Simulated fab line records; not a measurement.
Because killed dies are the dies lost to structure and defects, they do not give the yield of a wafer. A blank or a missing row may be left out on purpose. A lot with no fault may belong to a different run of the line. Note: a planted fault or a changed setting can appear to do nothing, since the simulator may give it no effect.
Split-lot study	flow n5Finfet	21 wafers read from 7 lots, route of 1938 steps

== ABOUT THE SPLIT ==
At N5_BEOL_M13_COAT_04 (resist thk 400 nm), the setting spinRpm was moved away from the recipe's 1625 rpm on 8 of the 21 wafers read, by -11.0% to +10.6%. For the rest of the wafers, this setting stayed at what the recipe calls for.

== FROM THE SPLIT TO THE READING: what the file shows between them, 4 steps ==
- N5_BEOL_M13_EBR_06
- N5_BEOL_M13_SOFTBAKE_05: time 60 s
- N5_BEOL_M13_DESCUM_15: chemistry O2, time 7.9 s
- N5_BEOL_M13_ETCH_59: etches BARC in N2/H2, target depth 89 nm, overetch 26.7 nm, time 67.9 s

== THE READING ==
coat_of_BEOL_M13_COAT_04.thkNm (the simulator's own value, which no gauge read), in nm, at N5_BEOL_M13_VIA_ETCH_16 (etches SiOC in C4F8/O2/Ar, target depth 921.7 nm). There is no usual value for it anywhere in the file. Across the 13 wafers here that went through the recipe, the average is 68.8 nm and the standard deviation 2.3 nm.

wafer	tool, chamber at the split	spinRpm as run, rpm	against the recipe	coat_of_BEOL_M13_COAT_04.thkNm, nm	against lot-mates on the recipe
L076.1	lithoTrack-02, 0	1446	-11.0%	95.8	+28.4
L076.2	lithoTrack-02, 0	1446	-11.0%	92.8	+25.4
L076.6	lithoTrack-02, 0	1625	recipe	67.4	-
L080.1	lithoTrack-03, 0	1625	recipe	69.4	-
L080.2	lithoTrack-03, 0	1625	recipe	69.4	-
L080.5	lithoTrack-03, 0	1625	recipe	67.8	-
L074.4	lithoTrack-03, 0	1625	recipe	69	-
L074.5	lithoTrack-03, 0	1468	-9.7%	90.8	+20.8
L074.6	lithoTrack-03, 0	1625	recipe	71	-
L084.2	lithoTrack-01, 0	1625	recipe	70.8	-
L084.3	lithoTrack-01, 0	1625	recipe	72.2	-
L084.6	lithoTrack-01, 0	1625	recipe	66	-
L088.1	lithoTrack-03, 0	1737	+6.9%	57.6	-11.3
L088.2	lithoTrack-03, 0	1625	recipe	72.6	-
L088.5	lithoTrack-03, 0	1625	recipe	65.2	-
L093.1	lithoTrack-01, 0	1625	recipe	66.4	-
L093.3	lithoTrack-01, 0	1514	-6.8%	85.8	+19.0
L093.6	lithoTrack-01, 0	1625	recipe	67.2	-
L097.1	lithoTrack-03, 0	1798	+10.6%	52	no lot-mate on the recipe
L097.2	lithoTrack-03, 0	1798	+10.6%	51.6	no lot-mate on the recipe
L097.6	lithoTrack-03, 0	1798	+10.6%	44.8	no lot-mate on the recipe

FIT RESULTS
A straight line over all 21 wafers: coat_of_BEOL_M13_COAT_04.thkNm changes by -2.06 nm for each +1% of spinRpm; r = -0.98; the points scatter about the line by 2.7 nm.
The same after taking each lot's own level away (the mean of its wafers on the recipe; 18 wafers): -2.29 nm for each +1%; r = -0.98; scatter 2.4 nm.
The reading moves by 25 nm for the largest change in spinRpm, on that fit.
From 66.80 to 70.00 nm: that is the span of the lots' own levels, equal to 1.4 times the standard deviation above.
The two slopes agree, so the slope changes little with the lot-to-lot level.
Check: with one of the wafers moved furthest among these (-11.0%) left out of the fit, the line predicts +24.7 nm for it against its lot-mates. Against them it came out at +28.4 nm.

== THE WHOLE CHAIN: every reading that the file lists as answering this split, in the file's order ==
step	what it does	reading	change (the file's fit)	r (the file's)
N5_BEOL_M13_COAT_04	resist thk 400 nm	coat_of_BEOL_M13_COAT_04.thkNm (the simulator's own value, which no gauge read)	-2.04 nm for each +1% of the setting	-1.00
N5_BEOL_M13_ETCH_59	etches BARC in N2/H2, target depth 89 nm, overetch 26.7 nm, time 67.9 s	coat_of_BEOL_M13_COAT_04.thkNm (the simulator's own value, which no gauge read)	-2.2 nm for each +1% of the setting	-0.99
N5_BEOL_M13_VIA_ETCH_16	etches SiOC in C4F8/O2/Ar, target depth 921.7 nm	coat_of_BEOL_M13_COAT_04.thkNm (the simulator's own value, which no gauge read)	-2.28 nm for each +1% of the setting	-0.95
N5_BEOL_M13_STRIP_63	strips in N2/H2	stripTimeToEndpointS	withheld for each +1% of the setting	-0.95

== FILE'S OWN FIT ==
coat_of_BEOL_M13_COAT_04.thkNm changes by -2.28 nm for each +1% of spinRpm, r = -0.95.
